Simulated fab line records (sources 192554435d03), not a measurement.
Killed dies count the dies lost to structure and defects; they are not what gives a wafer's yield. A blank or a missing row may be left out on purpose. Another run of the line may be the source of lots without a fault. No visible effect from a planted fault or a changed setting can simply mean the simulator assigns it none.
Which tool was responsible? -- flow n5-finfet -- 33 wafers from 11 lots sampled at 2 of the route's 1938 steps

## WHAT THE GAUGES READ, wafer by wafer
N5_MIM_BOT_LITHO_OVL_MEAS_11.
lot,measured,on,MIM_BOT_OVL (nm)
L861,day 12 12:14,overlay-02,8 -1 7
L862,day 12 12:28,overlay-01,1 -3 -3
L864,day 13 04:47,overlay-01,1 12 5
L867,day 13 17:12,overlay-02,2 1 -5
L868,day 14 07:03,overlay-01,3 3 11
L871,day 15 01:17,overlay-01,-12 -12 -8
L873,day 15 11:25,overlay-01,2 -2 -1
L878,day 16 13:17,overlay-01,2 -4 -4
L879,day 17 00:16,overlay-02,1 -2 2
L880,day 17 05:59,overlay-01,4 -6 -6
L884,day 18 12:15,overlay-01,4 5 -5

## WHICH TOOL RAN EACH LOT (tool, then ch and the chambers of the sampled wafers, then the start)
lot,N5_GATE_CUT_STRIP_29
L861,"wet-bench-04 ch 1,5,7, day 4 13:49"
L862,"wet-bench-05 ch 3,5,6, day 4 16:21"
L864,"wet-bench-02 ch 0,1,7, day 5 04:51"
L867,"wet-bench-05 ch 0,1,7, day 6 00:39"
L868,"wet-bench-05 ch 0,3,4, day 6 07:52"
L871,"wet-bench-05 ch 4,5,7, day 7 07:53"
L873,"wet-bench-05 ch 0,1,7, day 7 19:48"
L878,"wet-bench-04 ch 2,6,7, day 8 22:35"
L879,"wet-bench-04 ch 2,6,7, day 9 08:38"
L880,"wet-bench-02 ch 0,6,7, day 9 09:00"
L884,"wet-bench-02 ch 0,2,4, day 10 17:05"
- N5_GATE_CUT_STRIP_29: strips in post etch residue remover, time 60 s.

## THE ANSWER, worked out from the rows above alone
Rule: the lots themselves supply what counts as usual. The widest of any qualifying gaps counts: lots, ordered by their means at a reading, are off when they make up no more than a third of the lots, leave a main group of 4 or more, and stand apart from it by 3 or more times the standard deviation of that group's means. The tables above print the reading to a certain number of digits; a main group whose means all agree to those digits is not used. Also off: a lot with no number at a reading for which 4 or more lots have one. Any other lot the step has rows for is counted as sound.
No lot is off at any reading shown: from this, nothing can be told.

## WHAT THE SIMULATOR HAD INSERTED
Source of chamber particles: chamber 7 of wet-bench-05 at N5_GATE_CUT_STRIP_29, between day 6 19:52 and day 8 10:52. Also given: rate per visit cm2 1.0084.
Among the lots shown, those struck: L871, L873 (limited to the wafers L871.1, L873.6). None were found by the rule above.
